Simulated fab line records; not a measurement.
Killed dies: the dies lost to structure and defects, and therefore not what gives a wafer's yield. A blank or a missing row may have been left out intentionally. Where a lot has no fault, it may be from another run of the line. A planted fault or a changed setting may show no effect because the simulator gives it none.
Problem report, 8D (eight disciplines) form, completed by code / flow n5 finfet / the parts of the form that need people (team, actions taken, sign-off) are left out

## 1. WHAT IS WRONG
killed_at_M0_to_M3 at N5_PASSIVATION_PROBE_49 reads a mean of 176 on 2 wafers of 2 lots; wafers without a fault read 37 with a standard deviation of 12. Measured from the usual mean, that is +12 standard deviations.
First seen on wafer L822.1, day 17 00:04, on prober-02. The record holds 6 wafers of 2 lots with a number at this step. Rule for "out", or "out of limits": more than 4 standard deviations from the usual mean. The other wafers with a number count as sound.

## 2. WHAT THIS IS AND IS NOT
question=which readings at this step | is=killed_at_M0_to_M3, defect limited yield, killed dies, sort_bin_5_function, sort n pass, sort yield pct | is not=killed_at_M4_up, killed at contacts, killed at front end, killed at other, killed open, killed short
question=which lots | is=L821, L822 | is not=-
question=which wafers of those lots | is=L821.6, L822.1 | is not=L821.1, L821.5, L822.2, L822.5
question=read on which tools | is=prober-02 | is not=-
question=when | is=from day 17 00:04 | is not=up to then (0 sound wafers); but 4 sound wafers of L821, L822 came after

## 3. THE SUSPECTS, EACH WITH WHAT RULES IT OUT
Counting: a tool at a process step up to the reading stays a suspect if it ran every lot that is out. Sound lots after the first of them don't rule it out here, since some wafers of a struck lot are sound.
- ald sin-01 at N5_BEOL_M2_ALD_98 (deposits SiO2, target thk 2.5 nm, pulse time 1 s, co reactant pulse time 1 s): kept. It ran every lot that is out, first L822 (day 10 01:25).
- rtp anneal-02 at N5_BEOL_M15_ANNEAL_48 (time 90 s): kept. It ran every lot that is out, first L822 (day 16 06:10).
- prober-02 at N5_PASSIVATION_PROBE_49: kept. It ran every lot that is out, first L822 (day 17 00:04). Its own defect limited yield, killed_at_M0_to_M3, killed dies, sort_bin_5_function, sort n pass, sort yield pct readings are out on those wafers.
- In ald sin-01 at N5_BEOL_M2_ALD_98, the wafers that are out were processed in chamber 2 and their sound lot-mates in chambers 0, 1, 3.
Left after counting: ald sin-01 at N5_BEOL_M2_ALD_98, rtp anneal-02 at N5_BEOL_M15_ANNEAL_48, prober-02 at N5_PASSIVATION_PROBE_49.

## 4. THE CAUSE (what the simulator had put in)
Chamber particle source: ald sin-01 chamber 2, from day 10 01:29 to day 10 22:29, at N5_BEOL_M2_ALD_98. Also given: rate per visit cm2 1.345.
Of the 3 suspects that counting leaves, this tool is one.

## 5. THE EFFECT CHAIN, in route order
Each row: a reading whose mean over the struck wafers that have a number lies more than 3 standard deviations from the usual. Only readings for which the record gives a usual standard deviation are gone through. hours: the time from each lot's start at the first step in this table that gives one to its start at this step, as a median over the lots. sigmas: the change in usual standard deviations.
hours=0; step=N5_PASSIVATION_PROBE_49; reading=defect limited yield; usual=91.0 %; on struck wafers=79.9; change=-11.1; sigmas=-7.4
hours=0; step=N5_PASSIVATION_PROBE_49; reading=killed_at_M0_to_M3; usual=37; on struck wafers=176; change=+140; sigmas=+12
hours=0; step=N5_PASSIVATION_PROBE_49; reading=killed dies; usual=106; on struck wafers=236; change=+130; sigmas=+7.7
hours=0; step=N5_PASSIVATION_PROBE_49; reading=sort_bin_5_function; usual=5.3 %; on struck wafers=12.6; change=+7.3; sigmas=+7.3
hours=0; step=N5_PASSIVATION_PROBE_49; reading=sort n pass; usual=1074; on struck wafers=944; change=-130; sigmas=-7.7
hours=0; step=N5_PASSIVATION_PROBE_49; reading=sort yield pct; usual=91.0 %; on struck wafers=79.9; change=-11.1; sigmas=-7.4
It contains these process steps:
- N5_PASSIVATION_PROBE_49

## 6. WHAT WOULD HAVE CAUGHT IT SOONER
In this record the first reading out of limits was taken at day 17 00:04, 167 hours after the fault began at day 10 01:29.
Tool readings at N5_BEOL_M2_ALD_98 with a usual standard deviation given in the record: none out on any struck wafer, hence no alarm at a limit of 4 standard deviations on them.
Lots out: 2; all had begun N5_BEOL_M2_ALD_98 on ald sin-01 by day 17 00:04. None of them would have been spared by holding the tool at that moment.
